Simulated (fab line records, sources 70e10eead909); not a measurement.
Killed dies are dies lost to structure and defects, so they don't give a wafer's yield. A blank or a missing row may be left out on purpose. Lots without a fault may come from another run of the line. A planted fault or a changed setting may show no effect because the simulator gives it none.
fab line records | flow nand_harc | part 2 of 2: steps 28 to 38 of 38
record lots=5 wafers=15 last_day=33
route steps=1302 shown P_BONDPAD@375 A_START@389 A_ZERO_WELL@390 A_SOURCE_PLATE@413
lots that met no fault: from a run of the same line without faults
start_h: hours from the record's first day to the start of the lot's first wafer shown | wait_h: hours since the lot's step before | " the same as in the row above | L1.1+2: a row that stands for several wafers | - no value, or no start given | * or withheld: withheld | < > ~ a bound
route shown NAME@n: a module of which the file shows steps, and the number in the route of the first | usual: mean/standard deviation of fault-free wafers | same: alike in all rows | chamber/n: place in a boat | sites: the reading at each site | _std_site: their standard deviation | _edge_site: outer sites' mean less inner sites' | radius_mm: how far each site lies from the wafer's centre | mask NAME#n: copy n | behind: the tool/chamber that last shaped the wafer | hold: why the lot was held/for how many hours/how that ended | device: the transistor (n, p or np) that didn't switch | end of line: the same wafers' tests at the end of the route | a step without rows: its recipe alone | killed: dies lost to structure and defects at the first sort, not the wafer's yield | map: a wafer's dies, x killed, . not, _ none there
set.NAME: the setting as run; set.NAME@STEP: as run at that earlier step | model.NAME: the simulator's own value behind a step, which no gauge read
lots at some steps of the route; a table a step, a row a wafer
services: from which hour (start_h, from the record's first day; less than 0 if before it) a tool's chamber was out of use, for how many hours, and why
## steps
# step NHARC_A_ZERO_WELL_ETCH_19
# recipe target_depth_a=800 overetch_a=240 time_s=87.88 ion_energy_ev=200 n2_flow_sccm=150 h2_flow_sccm=150 ar_flow_sccm=0 rf_w=400 bias_w=150 chemistry=N2/H2
# usual drypump_motor_current_A=5.92/0.21 oes_product_au=1.000/0.014 rf_vpp_V=431/3.2 showerhead_plenum_p_Torr=2.05/0.11 throttle_valve_pct=14.171/0.0092
# columns lot.wafer tool chamber start_h wait_h drypump_motor_current_A oes_product_au rf_hours_counter_h rf_vpp_V showerhead_plenum_p_Torr throttle_valve_pct
L078.3 rie_diel-02 2 181.07 0.1 5.80 0.993 19 428 1.91 14.187
L078.1 " 0 " " 5.97 0.983 17 433 2.18 14.158
L078.4 " 2 " " 5.79 0.991 - 427 1.91 14.178
L088.2 rie_diel-07 0 282.13 0.1 6.29 1.004 5 434 2.13 14.165
L088.5 " 0 " " 6.31 1.007 - 433 2.13 14.195
L088.6 " 1 " " 5.95 0.983 - 428 1.96 14.173
L089.2 rie_diel-07 1 286.36 0.1 5.95 0.992 6 428 1.97 14.178
L089.5 " 1 " " 5.98 0.993 - 429 1.97 14.174
L089.6 " 2 " " 5.69 0.985 - 428 1.96 14.168
L093.3 rie_diel-07 0 337.08 0.1 6.28 1.022 1 433 2.13 14.168
L093.2 " 1 " " 5.94 1.001 0 427 1.96 14.185
L093.5 " 0 " " 6.27 1.026 - 433 2.13 14.161
L097.2 rie_diel-07 3 364.42 0.1 5.83 1.008 2 436 2.19 14.173
L097.4 " 0 " " 6.28 1.022 2 433 2.13 14.168
L097.5 " 2 " " 5.68 1.004 - 429 1.96 14.181
# step NHARC_A_ZERO_WELL_ETCH_13
# recipe target_depth_a=1200 time_s=40.1 hbr_flow_sccm=150 cl2_flow_sccm=50 rf_w=400 icp_w=400 bias_w=100 chemistry=HBr/Cl2
# usual drypump_motor_current_A=5.6/0.36 oes_product_au=0.999/0.01 throttle_valve_pct=26.405/0.0092
# columns lot.wafer tool chamber start_h wait_h drypump_motor_current_A oes_product_au rf_hours_counter_h throttle_valve_pct
L078.4 rie_si-03 0 181.19 - 5.7 0.996 0.8 26.391
L078.3 " 2 " " 6.0 1.004 0.9 26.391
L078.1 " 3 " " 5.0 0.990 0.7 26.419
L088.2 rie_si-03 2 282.25 - 6.0 0.985 0.3 26.398
L088.6 " 2 " " 6.0 0.990 - 26.422
L088.5 " 3 " " 5.0 1.003 - 26.402
L089.2 rie_si-04 2 286.48 - 5.3 0.987 0.8 26.402
L089.6 " 2 " " 5.3 0.988 - 26.398
L089.5 " 3 " " 5.6 0.999 - 26.410
L093.3 rie_si-05 2 337.19 - 5.8 0.994 0.1 26.413
L093.2 " 1 " " 5.6 1.009 0.1 26.400
L093.5 " 2 " " 5.9 1.002 - 26.407
L097.2 rie_si-03 3 364.52 - 5.0 0.982 1.0 26.404
L097.4 " 1 " " 5.2 0.982 0.8 26.405
L097.5 " 3 " " 5.0 0.996 - 26.386
# step NHARC_A_ZERO_WELL_STRIP_14
# recipe time_s=900 temp_c=130 chemistry=SPM
# columns lot.wafer tool chamber start_h wait_h
L078.1+3+4 wet_bench-07 3,4,6 181.35 -
L088.6+5+2 wet_bench-07 3,5,6 282.44 -
L089.5+2+6 wet_bench-07 2,3,4 286.66 -
L093.5+3+2 wet_bench-05 5,1,2 337.34 -
L097.2+5+4 wet_bench-05 7,3,4 364.67 -
# step NHARC_A_ZERO_WELL_IMPLANT_15
# recipe energy_kev=150 dose_cm2=1e+13 tilt_deg=7
# usual end_station_pressure_torr=5.08e-06/2.7e-07
# columns lot.wafer tool chamber start_h wait_h end_station_pressure_torr
L078.1 implanter-02 0 181.75 0.1 5.01e-06
L078.3 " 0 " " 5.6e-06
L078.4 " 0 " " 5.02e-06
L088.2 implanter-02 0 282.90 0.1 5.06e-06
L088.5 " 0 " " 4.75e-06
L088.6 " 0 " " 5.08e-06
L089.2 implanter-01 0 287.11 0.1 5.28e-06
L089.5 " 0 " " 4.68e-06
L089.6 " 0 " " 5.11e-06
L093.2 implanter-02 0 337.78 0.1 5.59e-06
L093.3 " 0 " " 4.56e-06
L093.5 " 0 " " 5.28e-06
L097.2 implanter-01 0 365.11 0.1 4.72e-06
L097.4 " 0 " " 4.83e-06
L097.5 " 0 " " 5.43e-06
# step NHARC_A_ZERO_WELL_PRECLEAN_22
# recipe time_s=60 temp_c=50 bath_age_min=0 chemistry=SC1
# columns lot.wafer tool chamber start_h wait_h
L078.3+1+4 wet_bench-07 6,0,3 181.96 0.1
L088.5+2+6 wet_bench-05 5,6,7 283.09 0.1
L089.6+5+2 wet_bench-03 2,3,6 287.29 0.0
L093.3+2+5 wet_bench-05 2,4,6 337.96 0.1
L097.2+5+4 wet_bench-07 7,0,1 365.30 0.2
# step NHARC_A_ZERO_WELL_SRD_23
# columns lot.wafer tool chamber start_h wait_h
L078.3+1+4 wet_bench-07 6,0,3 - -
L088.5+2+6 wet_bench-05 5,6,7 - -
L089.6+5+2 wet_bench-03 2,3,6 - -
L093.3+2+5 wet_bench-05 2,4,6 - -
L097.2+5+4 wet_bench-07 7,0,1 - -
# step NHARC_A_ZERO_WELL_RTA_16
# recipe temp_c=1000 time_s=10
# usual lamp_power_pct=34.7/2.2 lamp_zone_7_pct=35.3/2.2 wafer_temp_C_max=1005.4/0.98
# columns lot.wafer tool chamber start_h wait_h lamp_power_pct lamp_zone_7_pct wafer_temp_C_max
L078.1 rtp_anneal-02 0 182.10 - 36.8 37.3 1003.3
L078.3 " 0 " " 36.7 37.4 1007.1
L078.4 " 0 " " 36.8 37.3 1005.8
L088.2 rtp_anneal-02 0 283.25 - 36.7 37.3 1004.2
L088.5 " 0 " " 36.7 37.4 1004.9
L088.6 " 0 " " 36.7 37.3 1005.6
L089.2 rtp_anneal-02 0 287.46 - 36.7 37.4 1004.9
L089.5 " 0 " " 36.8 37.3 1005.5
L089.6 " 0 " " 36.7 37.3 1005.3
L093.2 rtp_anneal-01 0 338.13 - 32.4 32.9 1005.9
L093.3 " 0 " " 32.4 33.0 1005.7
L093.5 " 0 " " 32.4 32.9 1005.0
L097.2 rtp_anneal-01 0 365.45 - 32.4 32.9 1004.7
L097.4 " 0 " " 32.4 32.9 1003.5
L097.5 " 0 " " 32.4 32.9 1006.0
# step NHARC_A_ZERO_WELL_INSPECT_17
# usual raw_defect_count=9/4.9
# columns lot.wafer tool chamber start_h wait_h raw_defect_count
L078.1 defect_inspect-02 - 182.30 0.2 8
L078.3 " - " " 10
L078.4 " - " " 10
L088.2 defect_inspect-01 - 283.42 0.1 5
L088.5 " - " " 8
L088.6 " - " " 8
L089.2 defect_inspect-02 - 287.63 0.1 19
L089.5 " - " " 7
L089.6 " - " " 12
L093.2 defect_inspect-02 - 338.29 0.1 9
L093.3 " - " " 11
L093.5 " - " " 18
L097.2 defect_inspect-02 - 365.62 0.1 13
L097.4 " - " " 9
L097.5 " - " " 16
# step NHARC_A_SOURCE_PLATE_PRECLEAN_00
# recipe time_s=60 chemistry=HF-LAST
# columns lot.wafer tool chamber start_h wait_h
L078.1+3+4 wet_bench-04 0,2,3 182.36 0.1
L088.5+2+6 wet_bench-04 4,6,0 283.48 0.1
L089.2+5+6 wet_bench-02 1,2,4 287.68 0.0
L093.3+2+5 wet_bench-04 1,3,4 338.36 0.1
L097.2+4+5 wet_bench-01 0,3,4 365.68 0.1
# step NHARC_A_SOURCE_PLATE_SRD_01
# columns lot.wafer tool chamber start_h wait_h
L078.1+3+4 wet_bench-04 0,2,3 - -
L088.5+2+6 wet_bench-04 4,6,0 - -
L089.2+5+6 wet_bench-02 1,2,4 - -
L093.3+2+5 wet_bench-04 1,3,4 - -
L097.2+4+5 wet_bench-01 0,3,4 - -
# step NHARC_A_SOURCE_PLATE_OXIDE_02
# recipe target_thk_a=100 temp_c=900 ox_time_s=1362 material=SiO2
# usual spike_tc_centre_C=899.5/1.1 zone_power_bottom_pct=23.5/1.9
# columns lot.wafer tool chamber start_h wait_h spike_tc_centre_C zone_power_bottom_pct
L078.1 furnace-05 0 185.07 - 901.1 21.7
L078.3 " 0 " " 898.8 21.7
L078.4 " 0 " " 901.4 21.7
L088.2 furnace-05 0 285.64 - 900.3 21.7
L088.5 " 0 " " 900.6 21.6
L088.6 " 0 " " 899.8 21.3
L089.2 furnace-05 0 291.08 - 900.8 21.7
L089.5 " 0 " " 898.5 21.7
L089.6 " 0 " " 900.1 21.5
L093.2 furnace-04 0 342.28 - 898.9 25.9
L093.3 " 0 " " 900.5 25.1
L093.5 " 0 " " 899.7 25.5
L097.2 furnace-05 0 368.39 - 898.5 21.3
L097.4 " 0 " " 900.8 21.7
L097.5 " 0 " " 897.8 21.7
## services
# columns tool chamber start_h hours kind
pvd_sputter-02 - 157.18 0.9 repair
wet_bench-07 - 160.00 8.0 pm
cmp-03 - 162.00 4.0 pm
pvd_sputter-03 - 170.08 10.0 pm
wet_bench-03 - 210.40 8.0 pm
litho_track-02 - 227.00 7.0 pm
wet_bench-04 - 227.20 8.0 pm
wet_bench-05 - 230.84 3.8 repair
pvd_sputter-02 - 239.30 0.6 repair
cmp-03 - 260.00 4.0 pm
wet_bench-05 - 260.80 8.0 pm
cmp-03 - 264.35 1.9 repair
litho_track-03 - 275.00 7.0 pm
pvd_sputter-02 - 282.00 10.0 pm
wet_bench-08 - 284.36 3.3 repair
cmp-03 - 288.71 0.5 repair
rie_diel-07 - 294.20 9.0 pm
wet_bench-08 - 294.40 8.0 pm
pvd_sputter-03 - 297.75 0.8 repair
litho_track-05 - 299.01 7.0 pm
wet_bench-10 - 311.20 8.0 pm
wet_bench-03 - 333.74 7.8 repair
wet_bench-07 - 336.00 8.0 pm
pvd_sputter-03 - 348.08 10.0 pm
